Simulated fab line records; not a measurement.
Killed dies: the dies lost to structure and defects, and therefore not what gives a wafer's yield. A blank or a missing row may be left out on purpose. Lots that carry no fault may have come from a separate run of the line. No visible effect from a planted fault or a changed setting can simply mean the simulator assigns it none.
What tool caused it? / flow n5_finfet / Sampling: 20 lots, 60 wafers, 2 of 1938 route steps

## WHAT THE GAUGES READ, wafer by wafer
N5_SD_EPI_N_CD_MEAS_09: target cd 120 nm.
lot=L074; measured=day 3 00:12; on=cd_sem-03; cd_nm (nm)=119.7 121.3 120.6
lot=L076; measured=day 3 14:10; on=cd_sem-03; cd_nm (nm)=118.8 118.9 118.9
lot=L077; measured=day 3 18:16; on=cd_sem-02; cd_nm (nm)=119.5 119.5 118.9
lot=L078; measured=day 3 23:46; on=cd_sem-03; cd_nm (nm)=120.0 120.6 120.2
lot=L079; measured=day 4 06:48; on=cd_sem-01; cd_nm (nm)=120.1 120.8 120.6
lot=L080; measured=day 4 15:42; on=cd_sem-01; cd_nm (nm)=119.1 120.6 118.5
lot=L081; measured=day 4 20:43; on=cd_sem-03; cd_nm (nm)=120.3 119.9 120.4
lot=L082; measured=day 4 23:43; on=cd_sem-01; cd_nm (nm)=117.8 118.3 117.5
lot=L083; measured=day 5 07:02; on=cd_sem-01; cd_nm (nm)=118.1 119.2 119.0
lot=L084; measured=day 5 10:58; on=cd_sem-03; cd_nm (nm)=117.5 118.0 117.4
lot=L085; measured=day 5 17:24; on=cd_sem-02; cd_nm (nm)=118.5 120.0 118.7
lot=L086; measured=day 6 01:01; on=cd_sem-02; cd_nm (nm)=118.4 119.3 119.5
lot=L087; measured=day 6 06:05; on=cd_sem-01; cd_nm (nm)=118.5 118.5 118.2
lot=L090; measured=day 7 02:14; on=cd_sem-03; cd_nm (nm)=121.0 121.6 121.0
lot=L091; measured=day 7 08:29; on=cd_sem-02; cd_nm (nm)=120.5 118.6 118.4
lot=L093; measured=day 7 20:22; on=cd_sem-01; cd_nm (nm)=118.9 119.5 118.8
lot=L094; measured=day 8 03:56; on=cd_sem-01; cd_nm (nm)=120.5 120.8 120.9
lot=L095; measured=day 8 06:09; on=cd_sem-01; cd_nm (nm)=119.7 121.4 121.0
lot=L096; measured=day 8 12:13; on=cd_sem-02; cd_nm (nm)=119.9 120.1 120.7
lot=L097; measured=day 8 20:22; on=cd_sem-03; cd_nm (nm)=120.5 120.7 121.1

## WHICH TOOL RAN EACH LOT (tool, then ch and the chambers of the sampled wafers, then the start)
lot=L074; N5_DUMMY_GATE_ETCH_29=rie_diel-06 ch 0,2,3, day 2 21:38
lot=L076; N5_DUMMY_GATE_ETCH_29=rie_diel-01 ch 2,3, day 3 11:53
lot=L077; N5_DUMMY_GATE_ETCH_29=rie_diel-03 ch 0,1, day 3 16:05
lot=L078; N5_DUMMY_GATE_ETCH_29=rie_diel-01 ch 0,1,2, day 3 21:34
lot=L079; N5_DUMMY_GATE_ETCH_29=rie_diel-03 ch 0,1,2, day 4 04:42
lot=L080; N5_DUMMY_GATE_ETCH_29=rie_diel-06 ch 0,3, day 4 12:25
lot=L081; N5_DUMMY_GATE_ETCH_29=rie_diel-06 ch 0,1,2, day 4 18:29
lot=L082; N5_DUMMY_GATE_ETCH_29=rie_diel-03 ch 0,3, day 4 20:53
lot=L083; N5_DUMMY_GATE_ETCH_29=rie_diel-01 ch 1,2,3, day 5 04:53
lot=L084; N5_DUMMY_GATE_ETCH_29=rie_diel-06 ch 0,2,3, day 5 08:46
lot=L085; N5_DUMMY_GATE_ETCH_29=rie_diel-01 ch 0,1,2, day 5 15:18
lot=L086; N5_DUMMY_GATE_ETCH_29=rie_diel-06 ch 0,3, day 5 22:06
lot=L087; N5_DUMMY_GATE_ETCH_29=rie_diel-06 ch 0,1,2, day 6 03:55
lot=L090; N5_DUMMY_GATE_ETCH_29=rie_diel-01 ch 1,2,3, day 6 23:46
lot=L091; N5_DUMMY_GATE_ETCH_29=rie_diel-03 ch 0,1,2, day 7 05:58
lot=L093; N5_DUMMY_GATE_ETCH_29=rie_diel-06 ch 1,2,3, day 7 18:13
lot=L094; N5_DUMMY_GATE_ETCH_29=rie_diel-03 ch 1,2,3, day 8 01:50
lot=L095; N5_DUMMY_GATE_ETCH_29=rie_diel-03 ch 0,1,3, day 8 04:03
lot=L096; N5_DUMMY_GATE_ETCH_29=rie_diel-03 ch 0,3, day 8 10:00
lot=L097; N5_DUMMY_GATE_ETCH_29=rie_diel-06 ch 0,3, day 8 15:29
- N5_DUMMY_GATE_ETCH_29: etches underlayer in N2/H2, target depth 13 nm.

## AS READ BY THE TOOLS THEMSELVES (means over the sampled wafers that have a number; for cases with no such wafer, the mark the record gives instead)
N5_DUMMY_GATE_ETCH_29.
lot=L074; tool=rie_diel-06; drypump_motor_current_A (A)=5.6; oes_product_au (a.u.)=0.77; rf_vpp_V (V)=524.7; showerhead_plenum_p_Torr (Torr)=2.54; throttle_valve_pct (%)=17.80
lot=L076; tool=rie_diel-01; drypump_motor_current_A (A)=6.0; oes_product_au (a.u.)=0.83; rf_vpp_V (V)=523.5; showerhead_plenum_p_Torr (Torr)=2.53; throttle_valve_pct (%)=17.87
lot=L077; tool=rie_diel-03; drypump_motor_current_A (A)=6.2; oes_product_au (a.u.)=0.68; rf_vpp_V (V)=524.9; showerhead_plenum_p_Torr (Torr)=2.63; throttle_valve_pct (%)=17.98
lot=L078; tool=rie_diel-01; drypump_motor_current_A (A)=5.3; oes_product_au (a.u.)=0.80; rf_vpp_V (V)=524.8; showerhead_plenum_p_Torr (Torr)=2.59; throttle_valve_pct (%)=17.90
lot=L079; tool=rie_diel-03; drypump_motor_current_A (A)=6.3; oes_product_au (a.u.)=0.68; rf_vpp_V (V)=524.8; showerhead_plenum_p_Torr (Torr)=2.58; throttle_valve_pct (%)=17.98
lot=L080; tool=rie_diel-06; drypump_motor_current_A (A)=6.1; oes_product_au (a.u.)=0.79; rf_vpp_V (V)=523.0; showerhead_plenum_p_Torr (Torr)=2.50; throttle_valve_pct (%)=17.85
lot=L081; tool=rie_diel-06; drypump_motor_current_A (A)=5.4; oes_product_au (a.u.)=0.83; rf_vpp_V (V)=523.2; showerhead_plenum_p_Torr (Torr)=2.48; throttle_valve_pct (%)=17.69
lot=L082; tool=rie_diel-03; drypump_motor_current_A (A)=5.8; oes_product_au (a.u.)=0.71; rf_vpp_V (V)=526.1; showerhead_plenum_p_Torr (Torr)=2.64; throttle_valve_pct (%)=18.02
lot=L083; tool=rie_diel-01; drypump_motor_current_A (A)=5.6; oes_product_au (a.u.)=0.76; rf_vpp_V (V)=524.9; showerhead_plenum_p_Torr (Torr)=2.55; throttle_valve_pct (%)=17.90
lot=L084; tool=rie_diel-06; drypump_motor_current_A (A)=5.7; oes_product_au (a.u.)=0.85; rf_vpp_V (V)=525.0; showerhead_plenum_p_Torr (Torr)=2.53; throttle_valve_pct (%)=17.68
lot=L085; tool=rie_diel-01; drypump_motor_current_A (A)=5.3; oes_product_au (a.u.)=0.79; rf_vpp_V (V)=526.2; showerhead_plenum_p_Torr (Torr)=2.58; throttle_valve_pct (%)=17.92
lot=L086; tool=rie_diel-06; drypump_motor_current_A (A)=6.1; oes_product_au (a.u.)=0.79; rf_vpp_V (V)=523.5; showerhead_plenum_p_Torr (Torr)=2.50; throttle_valve_pct (%)=17.87
lot=L087; tool=rie_diel-06; drypump_motor_current_A (A)=5.4; oes_product_au (a.u.)=0.81; rf_vpp_V (V)=522.3; showerhead_plenum_p_Torr (Torr)=2.48; throttle_valve_pct (%)=17.71
lot=L090; tool=rie_diel-01; drypump_motor_current_A (A)=5.6; oes_product_au (a.u.)=0.76; rf_vpp_V (V)=524.3; showerhead_plenum_p_Torr (Torr)=2.55; throttle_valve_pct (%)=17.91
lot=L091; tool=rie_diel-03; drypump_motor_current_A (A)=6.3; oes_product_au (a.u.)=0.76; rf_vpp_V (V)=525.7; showerhead_plenum_p_Torr (Torr)=2.58; throttle_valve_pct (%)=17.88
lot=L093; tool=rie_diel-06; drypump_motor_current_A (A)=5.2; oes_product_au (a.u.)=0.82; rf_vpp_V (V)=524.4; showerhead_plenum_p_Torr (Torr)=2.56; throttle_valve_pct (%)=17.65
lot=L094; tool=rie_diel-03; drypump_motor_current_A (A)=5.9; oes_product_au (a.u.)=0.75; rf_vpp_V (V)=524.3; showerhead_plenum_p_Torr (Torr)=2.58; throttle_valve_pct (%)=17.92
lot=L095; tool=rie_diel-03; drypump_motor_current_A (A)=5.9; oes_product_au (a.u.)=0.76; rf_vpp_V (V)=525.1; showerhead_plenum_p_Torr (Torr)=2.62; throttle_valve_pct (%)=17.93
lot=L096; tool=rie_diel-03; drypump_motor_current_A (A)=5.8; oes_product_au (a.u.)=0.68; rf_vpp_V (V)=525.5; showerhead_plenum_p_Torr (Torr)=2.63; throttle_valve_pct (%)=18.07
lot=L097; tool=rie_diel-06; drypump_motor_current_A (A)=5.9; oes_product_au (a.u.)=0.79; rf_vpp_V (V)=525.5; showerhead_plenum_p_Torr (Torr)=2.58; throttle_valve_pct (%)=17.81

## THE ANSWER, worked out from the rows above alone
Rule: what is usual is taken from the lots themselves. Put in order of their means at a reading, lots are off if they are a third of the lots or fewer, leave a main group of 4 or more, and stand apart from it by a gap of 3 or more times the standard deviation of the main group's means; of several such gaps the widest counts. A main group whose means are all the same, to the digits that the tables above print for the reading, isn't used. Also off: a lot with no number at a reading for which 4 or more lots have one. Where the step has rows for the other lots, those lots are counted as sound. The gauges are gone through in route order, then the tools' own readings, and for those a lot's mean is taken as printed above. The first step at which some lot is off is used, and at that step the reading that is off furthest; a lot without a number counts as furthest.
No lot is off on any of the readings shown, so nothing can be concluded from this.

## WHAT WAS PUT IN BY THE SIMULATOR
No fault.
